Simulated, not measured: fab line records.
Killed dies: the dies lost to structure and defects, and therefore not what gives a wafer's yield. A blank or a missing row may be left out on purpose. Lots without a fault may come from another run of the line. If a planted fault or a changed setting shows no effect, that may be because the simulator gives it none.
Chamber matching    flow n5_finfet    rie_diel-01 running N5_BEOL_M4_ETCHBACK_99: 4 sister chambers
The step etches SiO2 in CHF3, target depth 5 nm, time 10.4 s. 22 wafers are shown with their chamber, then 11 later ones without.

WAFERS, EACH WITH ITS CHAMBER
wafer   chamber  showerhead_plenum_p_Torr (Torr)  throttle_valve_pct (%)  oes_product_au (a.u.)
L075.3  0        2.18                             17.25                   0.79
L075.4  0        2.18                             17.25                   0.79
L075.6  2        2.23                             17.17                   0.97
L077.1  0        2.18                             17.27                   0.79
L077.3  3        2.28                             16.75                   0.95
L077.5  1        2.25                             16.94                   0.76
L081.2  1        2.25                             16.97                   0.77
L081.4  0        2.17                             17.31                   0.78
L081.5  3        2.28                             16.78                   0.92
L083.2  3        2.28                             16.78                   0.93
L083.4  2        2.23                             17.21                   0.93
L083.5  3        2.28                             16.79                   0.92
L085.3  3        2.28                             16.78                   0.90
L085.5  1        2.25                             16.98                   0.77
L085.6  0        2.17                             17.32                   0.77
L087.2  3        2.28                             16.78                   0.90
L087.4  0        2.17                             17.31                   0.77
L087.6  1        2.25                             16.97                   0.76
L088.2  2        2.22                             17.21                   0.93
L088.3  3        2.28                             16.79                   0.90
L088.5  3        2.28                             16.80                   0.90
L091.2  0        2.17                             17.30                   0.77

SIGNATURES, as means of the wafers listed above
reading                   chamber 0  chamber 1  chamber 2  chamber 3  scatter within a chamber
showerhead_plenum_p_Torr  2.1743     2.2500     2.2267     2.2800     0.00364
throttle_valve_pct        17.2871    16.9650    17.1967    16.7812    0.0221
oes_product_au            0.7800     0.7650     0.9433     0.9150     0.0152
Rule: a wafer lies at a distance from a chamber equal to the root of the sum of squares, over the readings, of (its reading less the chamber's mean, divided by the reading's scatter). The wafer belongs to the nearest chamber; if the next one is less than 2 further off, it can't be placed. How the scatter is found: for the shown wafers, subtract from each reading the mean of its chamber, square and add these, divide the total by (wafers less chambers), then take the root.

WAFERS WHOSE CHAMBER IS MISSING
wafer   showerhead_plenum_p_Torr (Torr)  throttle_valve_pct (%)  oes_product_au (a.u.)
L091.4  2.22                             17.23                   0.91
L091.6  2.22                             17.23                   0.91
L090.1  2.27                             16.80                   0.88
L090.5  2.27                             16.80                   0.88
L090.6  2.22                             17.23                   0.89
L092.2  2.27                             16.82                   0.89
L092.5  2.22                             17.23                   0.88
L092.6  2.24                             16.99                   0.75
L097.1  2.21                             17.25                   0.87
L097.4  2.24                             17.04                   0.73
L097.5  2.21                             17.24                   0.86

WHICH CHAMBER EACH ONE RAN IN
wafer   from the rows above  in truth
L091.4  2                    2
L091.6  2                    2
L090.1  3                    3
L090.5  3                    3
L090.6  2                    2
L092.2  3                    3
L092.5  2                    2
L092.6  1                    1
L097.1  2                    2
L097.4  1                    1
L097.5  2                    2
11 of 11 placed correctly. Number that these rows cannot place: 0. Placed wrongly: 0.
